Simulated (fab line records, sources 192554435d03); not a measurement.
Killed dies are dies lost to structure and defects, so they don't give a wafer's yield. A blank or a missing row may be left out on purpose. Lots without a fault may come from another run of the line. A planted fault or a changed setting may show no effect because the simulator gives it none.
fab line records | flow n5_finfet
record lots=4 wafers=12 last_day=18
route steps=1938 shown BEOL_M9@1464 BEOL_M10@1470 PASSIVATION@1936
lots that met no fault: from a run of the same line without faults
start_h: hours from the record's first day to the start of the lot's first wafer shown | wait_h: hours since the lot's step before | " the same as in the row above | L1.1+2: a row that stands for several wafers | - no value, or no start given | * or withheld: withheld | < > ~ a bound
route shown NAME@n: a module of which the file shows steps, and the number in the route of the first | usual: mean/standard deviation of fault-free wafers | same: alike in all rows | chamber/n: place in a boat | sites: the reading at each site | _std_site: their standard deviation | _edge_site: outer sites' mean less inner sites' | radius_mm: how far each site lies from the wafer's centre | mask NAME#n: copy n | behind: the tool/chamber that last shaped the wafer | hold: why the lot was held/for how many hours/how that ended | device: the transistor (n, p or np) that didn't switch | end of line: the same wafers' tests at the end of the route | a step without rows: its recipe alone | killed: dies lost to structure and defects at the first sort, not the wafer's yield | map: a wafer's dies, x killed, . not, _ none there
set.NAME: the setting as run; set.NAME@STEP: as run at that earlier step | model.NAME: the simulator's own value behind a step, which no gauge read
lots at some steps of the route; a table a step, a row a wafer
services: from which hour (start_h, from the record's first day; less than 0 if before it) a tool's chamber was out of use, for how many hours, and why
## steps
# step N5_BEOL_M9_CMP_52
# recipe stop_on=SiCOH_lowk t_overpolish_s=7 down_force_psi=1 platen_rpm=50 clearing_platen_down_force_psi=1.5 clearing_platen_rpm=50 post_cmp_clean=cu_alkaline target_thk_nm=140 clearing_platen_pad_velocity_m_s=0.99484 pad_velocity_m_s=0.99484
# step N5_BEOL_M9_PRE_CLEAN_55
# recipe gas=NH3 time_s=15 temp_c=withheld rf_power_w=300
# step N5_BEOL_M9_DEP_56
# recipe material=SiCN target_thk_a=150 temp_c=withheld precursor=3MS/NH3 pressure_torr=3 rf_w=202 time_s=26.5
# step N5_BEOL_M10_ILD_DEP_00
# recipe material=SiCOH_lowk target_thk_a=3085.1 temp_c=300 precursor=DEMS/porogen pressure_torr=5 rf_w=500 time_s=58
# step N5_BEOL_M10_CURE_71
# recipe temp_c=385 time_s=240 ambient=He/Ar material=SiCOH_lowk
# step N5_BEOL_M10_PECVD_70
# recipe material=SiO2 target_thk_a=200 temp_c=400 precursor=TEOS/O2 pressure_torr=5.5 rf_w=450 teos_flow_sccm=53.8 gas=O2 flow_sccm=3000 time_s=22.7
# step N5_BEOL_M10_HM_DEP_02
# recipe material=TiN target_thk_a=200 temp_c=25 chamber_pressure_pa=0.49996
# step N5_BEOL_M10_COAT_59
# recipe resist=SOC temp_c=250 time_s=60 spin_rpm=1500 resist_thk_nm=100
# step N5_BEOL_M10_COAT_60
# recipe resist=SiARC temp_c=220 time_s=60 spin_rpm=1500 resist_thk_nm=30
# usual spin_speed_rpm=1500.0/0.81
# same time_s=60
# columns lot.wafer tool chamber start_h wait_h spin_speed_rpm model.SiARC_of_BEOL_M10_COAT_60.thk_nm
L817.1 litho_track-03 0 252.55 - 1498.4 29.8
L817.4 " 0 " " 1499.7 30
L817.6 " 0 " " 1499.8 30
L828.2 litho_track-03 0 326.07 - 1423.6 30.8
L828.3 " 0 " " 1423.3 30.8
L828.6 " 0 " " 1422.8 30.8
L827.2 litho_track-03 0 326.75 - 1424.3 30.8
L827.3 " 0 " " 1426.0 30.8
L827.6 " 0 " " 1423.7 30.8
L838.2 litho_track-04 0 388.25 - 1501.1 30.2
L838.5 " 0 " " 1499.2 30.2
L838.6 " 0 " " 1499.5 30.2
# step N5_BEOL_M10_COAT_05
# recipe resist=CAR-ArF spin_rpm=1500 resist_thk_nm=90
# step N5_BEOL_M10_EBR_07
# recipe solvent=PGMEA ebr_width_mm=1.5
# step N5_BEOL_M10_SOFTBAKE_06
# recipe temp_c=110 time_s=60 resist=CAR-ArF
# step N5_BEOL_M10_EXPOSE_08
# recipe mask_id=M10 na=1.35 source_shape=dipole sigma_inner=0.411 sigma_outer=0.611 polarization=te dose_mj=53.75
# step N5_BEOL_M10_PEB_09
# recipe peb_temp_c=withheld peb_time_s=60 resist=CAR-ArF
# step N5_BEOL_M10_DEVELOP_10
# recipe develop_time_s=30 developer=TMAH resist=CAR-ArF rinse_liquid=diw dry=air_spin dev_temp_c=23
# step N5_BEOL_M10_DESCUM_16
# recipe chemistry=O2 time_s=7.9 source_power_w=50 bias_power_w=20 pressure_mtorr=20 rf_frequency_hz=2.712e+07 temp_c=40 resist=CAR-ArF o2_flow_sccm=225
# step N5_BEOL_M10_ETCH_61
# recipe chemistry=CF4 target=SiARC target_depth_a=390 mask_material=CAR-ArF time_s=65 ion_energy_ev=80 pressure_mtorr=40 source_w=545 bias_w=36 Ar_flow_sccm=100 cf4_flow_sccm=100 ends=cleared
# usual drypump_motor_current_A=5.7/0.54 etch_rf_on_time_s=65.0/1.3 oes_product_au=0.69/0.07 rf_vpp_V=183.8/1.2 showerhead_plenum_p_Torr=2.13/0.075 throttle_valve_pct=15.58/0.17
# columns lot.wafer tool chamber start_h wait_h drypump_motor_current_A etch_rf_on_time_s oes_product_au rf_hours_counter_h rf_vpp_V showerhead_plenum_p_Torr throttle_valve_pct model.etch.depth_nm model.CAR-ArF_of_BEOL_M10_COAT_05.thk_nm
L817.1 rie_diel-06 2 252.94 0.0 5.4 61.5 0.82 6 183.5 2.19 15.40 29.83 56
L817.4 " 0 " " 5.3 64.5 0.74 44 183.1 2.17 15.51 29.94 56
L817.6 " 2 " " 5.4 61.8 0.83 - 184.7 2.19 15.39 29.98 55.6
L828.2 rie_diel-04 3 326.43 0.0 5.8 67.2 0.57 244 182.5 2.12 15.68 30.78 54.8
L828.3 " 2 " " 6.8 67.4 0.81 4 184.4 2.11 15.63 30.8 55
L828.6 " 0 " " 5.0 67.9 0.66 - 184.1 2.06 15.67 30.86 55
L827.2 rie_diel-06 3 327.28 0.0 4.9 64.2 0.74 75 185.8 2.26 15.85 30.82 54.8
L827.3 " 2 " " 5.4 64.1 0.76 31 185.3 2.18 15.45 30.89 54.8
L827.6 " 3 " " 4.9 65.2 0.74 - 185.0 2.26 15.85 30.8 54.8
L838.2 rie_diel-04 0 388.82 0.0 4.9 66.0 0.64 170 183.5 2.05 15.75 30.15 55.8
L838.5 " 2 " " 6.8 66.5 0.77 - 182.8 2.10 15.65 30.2 55.6
L838.6 " 0 " " 4.9 66.1 0.64 - 183.2 2.05 15.74 30.17 55.2
# step N5_BEOL_M10_ETCH_62
# recipe chemistry=N2/H2 target=SOC target_depth_a=1100 overetch_a=220 mask_material=SiARC temp_c=40 time_s=165 ion_energy_ev=200 pressure_mtorr=30 source_w=840 bias_w=150 n2_flow_sccm=200 h2_flow_sccm=200
# usual drypump_motor_current_A=5.7/0.54 oes_product_au=0.68/0.066 rf_vpp_V=523.4/2.8 showerhead_plenum_p_Torr=2.52/0.088 throttle_valve_pct=17.72/0.22
# same time_s=165
# columns lot.wafer tool chamber start_h wait_h drypump_motor_current_A oes_product_au rf_hours_counter_h rf_vpp_V showerhead_plenum_p_Torr throttle_valve_pct model.SiARC_of_BEOL_M10_COAT_60.thk_nm
L817.1 rie_diel-06 2 252.99 0.0 5.3 0.80 7 525.4 2.58 17.51 23
L817.4 " 0 " " 5.3 0.74 44 525.3 2.59 17.80 23.4
L817.6 " 2 " " 5.3 0.80 - 526.0 2.58 17.49 23.2
L828.2 rie_diel-04 3 326.48 0.0 5.8 0.57 244 522.2 2.50 17.68 24.4
L828.3 " 2 " " 6.8 0.81 4 523.3 2.50 17.85 24.4
L828.6 " 0 " " 5.0 0.65 - 521.3 2.43 17.96 24.6
L827.2 rie_diel-06 3 327.33 0.0 5.0 0.72 75 528.8 2.67 17.83 24.2
L827.3 " 2 " " 5.4 0.74 31 523.8 2.57 17.55 24.2
L827.6 " 3 " " 4.9 0.73 - 528.0 2.67 17.83 24
L838.2 rie_diel-04 0 388.87 0.0 4.9 0.64 170 519.7 2.42 17.99 23.8
L838.5 " 2 " " 6.7 0.76 - 522.5 2.49 17.89 23.8
L838.6 " 0 " " 4.9 0.63 - 521.6 2.42 17.99 23.8
# step N5_BEOL_M10_STRIP_68
# recipe chemistry=N2/H2 temp_c=40 n2_flow_sccm=200 h2_flow_sccm=200 rf_frequency_hz=6e+07
# step N5_PASSIVATION_PROBE_49
# usual defect_limited_yield=91.2/1.4 killed_at_M0_to_M3=34/9.4 killed_at_M4_up=14/5.6 killed_at_contacts=13/7.8 killed_at_front_end=37/10 killed_at_other=4/3.3 killed_dies=103/17 killed_open=68/13 killed_short=33/8.2 sort_bin_5_function=5.1/0.92 sort_bin_6_memory=3.3/0.71 sort_n_pass=1077/17 sort_yield_pct=91.2/1.4
# same gross_dies=1180 killed_at_back_side=0 sort_bin_4_leakage[%]=0 sort_bin_8_speed[%]=0
# columns lot.wafer tool chamber start_h wait_h defect_limited_yield[%] killed_at_M0_to_M3 killed_at_M4_up killed_at_contacts killed_at_front_end killed_at_other killed_dies killed_open killed_short sort_bin_5_function[%] sort_bin_6_memory[%] sort_n_pass sort_yield_pct[%]
L817.1 prober-01 - 309.23 0.0 90.8 32 13 15 44 4 108 60 41 4.7 3.1 1072 90.8
L817.4 prober-01 - 309.38 0.2 91.5 32 17 11 36 4 100 65 35 4.7 3.5 1080 91.5
L817.6 prober-01 - 309.48 0.3 92.4 32 13 10 30 5 90 61 27 4.2 3.5 1090 92.4
L827.2 prober-01 - 381.64 0.1 90.8 35 10 21 40 2 108 74 34 5.8 3.0 1072 90.8
L827.3 prober-01 - 381.69 0.1 94.9 18 9 11 17 5 60 38 17 3.3 1.4 1120 94.9
L827.6 prober-01 - 381.84 0.3 90.4 32 7 33 34 7 113 76 34 5.6 3.5 1067 90.4
L828.2 prober-02 - 383.00 0.1 90.8 34 13 4 55 3 109 69 37 5.2 3.7 1071 90.8
L828.3 prober-02 - 383.05 0.1 90.4 34 14 19 39 7 113 77 35 5.9 3.2 1067 90.4
L828.6 prober-02 - 383.20 0.3 91.1 37 3 21 37 7 105 67 37 5.2 3.4 1075 91.1
L838.2 prober-02 - 441.06 0.2 90.8 37 18 8 45 1 109 75 33 4.9 4.1 1071 90.8
L838.5 prober-02 - 441.21 0.3 90.2 51 17 9 37 2 116 59 55 5.7 3.6 1064 90.2
L838.6 prober-02 - 441.26 0.4 91.9 43 21 11 17 4 96 67 26 4.2 3.6 1084 91.9
# killed by level:class
L817.1 MOL_CONTACT_COAG:geometric_particle:open=11 BEOL_M2:geometric_particle:open=9 FIN_SAQP:geometric_particle:short=7 STI_FIN_REVEAL:geometric_particle:open=7 BEOL_M4:geometric_particle:open=7 HKMG_FIN:area_etch=7 BEOL_M0_SAQP:geometric_particle:short=6 ILD0:geometric_particle:short=5
L817.4 MOL_CONTACT_COAG:geometric_particle:open=10 STI_FIN_REVEAL:geometric_particle:open=8 FIN_SAQP:geometric_particle:short=7 BEOL_M2:geometric_particle:short=7 FIN_SAQP:geometric_particle:open=6 BEOL_M2:geometric_particle:open=6 BEOL_M4:geometric_particle:open=6 BEOL_M7:geometric_particle:open=6
L817.6 BEOL_M3:geometric_particle:open=10 MOL_CONTACT_COAG:geometric_particle:open=8 BEOL_M2:geometric_particle:open=8 GATE_CUT:geometric_particle:short=6 BEOL_M0:geometric_particle:open=6 DUMMY_GATE:geometric_particle:open=4 BEOL_M4:geometric_particle:open=4 STARTING-WAFER:geometric_particle:short=4
L827.2 MOL_CONTACT_COAG:geometric_particle:open=17 STI_FIN_REVEAL:geometric_particle:open=11 BEOL_M1:geometric_particle:open=9 BEOL_M3:geometric_particle:open=8 BEOL_M0_SAQP:geometric_particle:short=5 FIN_SAQP:geometric_particle:open=4 FIN_SAQP:geometric_particle:short=4 MOL_CONTACT_COAG:geometric_particle:short=4
L827.3 MOL_CONTACT_COAG:geometric_particle:open=9 BEOL_M3:geometric_particle:open=7 FIN_SAQP:geometric_particle:open=3 BEOL_M0_SAQP:geometric_particle:short=3 HKMG_FIN:area_etch=3 FIN_SAQP:geometric_particle:short=2 STI_FIN_REVEAL:geometric_particle:open=2 DUMMY_GATE:geometric_particle:open=2
L827.6 MOL_CONTACT_COAG:geometric_particle:open=25 FIN_SAQP:geometric_particle:short=10 MOL_CONTACT_COAG:geometric_particle:short=8 BEOL_M0_SAQP:geometric_particle:open=8 BEOL_M3:geometric_particle:open=7 FIN_SAQP:geometric_particle:open=6 STI_FIN_REVEAL:geometric_particle:open=6 BEOL_M1:geometric_particle:open=6
L828.2 BEOL_M3:geometric_particle:open=14 STI_FIN_REVEAL:geometric_particle:open=13 FIN_SAQP:geometric_particle:short=10 FIN_SAQP:geometric_particle:open=9 GATE_CUT:geometric_particle:short=4 BEOL_M3:geometric_particle:short=4 STARTING-WAFER:geometric_particle:open=4 STI_FIN_REVEAL:geometric_particle:short=3
L828.3 MOL_CONTACT_COAG:geometric_particle:open=14 BEOL_M3:geometric_particle:open=11 FIN_SAQP:geometric_particle:open=9 FIN_SAQP:geometric_particle:short=8 STI_FIN_REVEAL:geometric_particle:open=8 BEOL_M2:geometric_particle:open=5 MOL_CONTACT_COAG:geometric_particle:short=5 BEOL_M0_SAQP:geometric_particle:short=4
L828.6 MOL_CONTACT_COAG:geometric_particle:open=15 STI_FIN_REVEAL:geometric_particle:open=10 BEOL_M0:geometric_particle:short=9 FIN_SAQP:geometric_particle:open=8 BEOL_M2:geometric_particle:open=8 BEOL_M3:geometric_particle:open=8 FIN_SAQP:geometric_particle:short=6 MOL_CONTACT_COAG:geometric_particle:short=6
L838.2 STI_FIN_REVEAL:geometric_particle:open=19 BEOL_M4:geometric_particle:open=10 FIN_SAQP:geometric_particle:open=6 FIN_SAQP:geometric_particle:short=6 MOL_CONTACT_COAG:geometric_particle:open=6 BEOL_M3:geometric_particle:open=6 BEOL_M1:geometric_particle:short=5 BEOL_M1:geometric_particle:open=5
L838.5 BEOL_M0_SAQP:geometric_particle:short=15 BEOL_M0_SAQP:geometric_particle:open=10 DUMMY_GATE:geometric_particle:open=10 BEOL_M4:geometric_particle:open=9 FIN_SAQP:geometric_particle:short=7 DUMMY_GATE:geometric_particle:short=7 MOL_CONTACT_COAG:geometric_particle:open=7 FIN_SAQP:geometric_particle:open=5
L838.6 BEOL_M4:geometric_particle:open=14 BEOL_M1:geometric_particle:open=12 MOL_CONTACT_COAG:geometric_particle:open=7 BEOL_M0_SAQP:geometric_particle:short=7 BEOL_M0_SAQP:geometric_particle:open=7 BEOL_M1:geometric_particle:short=6 BEOL_M2:geometric_particle:open=5 FIN_SAQP:geometric_particle:open=4
## services
# columns tool chamber start_h hours kind
litho_track-04 - 240.26 - consumable_replace:filter
rie_diel-04 2 281.12 - clean
rie_diel-04 2 281.12 - consumable_replace:focus_ring
rie_diel-04 2 281.12 32.3 scheduled_down
rie_diel-04 2 281.12 32.3 vent_cycle
rie_diel-06 0 335.30 4.4 repair
rie_diel-04 3 341.90 - clean
rie_diel-04 3 341.90 - consumable_replace:focus_ring
rie_diel-04 3 341.90 15.6 scheduled_down
rie_diel-04 3 341.90 15.6 vent_cycle
rie_diel-04 2 358.26 6.6 repair
litho_track-04 - 373.22 - consumable_replace:filter
rie_diel-06 2 379.85 11.7 repair
rie_diel-04 1 384.22 - clean
rie_diel-04 1 384.22 - consumable_replace:focus_ring
rie_diel-04 1 384.22 - consumable_replace:showerhead
rie_diel-04 1 384.22 16.0 scheduled_down
rie_diel-04 1 384.22 16.0 vent_cycle
rie_diel-06 0 386.76 22.5 repair
## key
first_sign step=N5_BEOL_M10_COAT_60 reading=spin_speed_rpm direction=down sigmas=93 usual=* struck=*
effect none on later readings
model_effect step=N5_BEOL_M10_COAT_60 value=SiARC_of_BEOL_M10_COAT_60.thk_nm without=30 struck=30.8
model_effect step=N5_BEOL_M10_ETCH_61 value=etch.depth_nm without=30.03 struck=30.82
model_effect step=N5_BEOL_M10_ETCH_62 value=SiARC_of_BEOL_M10_COAT_60.thk_nm without=23.5 struck=24.3
met_at N5_BEOL_M10_COAT_60
struck_wafers L827.2,L827.3,L827.6,L828.2,L828.3,L828.6
onset_between 252.55 326.07
fault kind=process_parameter_drift tool=litho_track-03 chamber=- onset_h=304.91 steps=N5_BEOL_M10_COAT_60 channel=spin_rpm offset=* shape=step end_h=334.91 acts_in=* stated=*
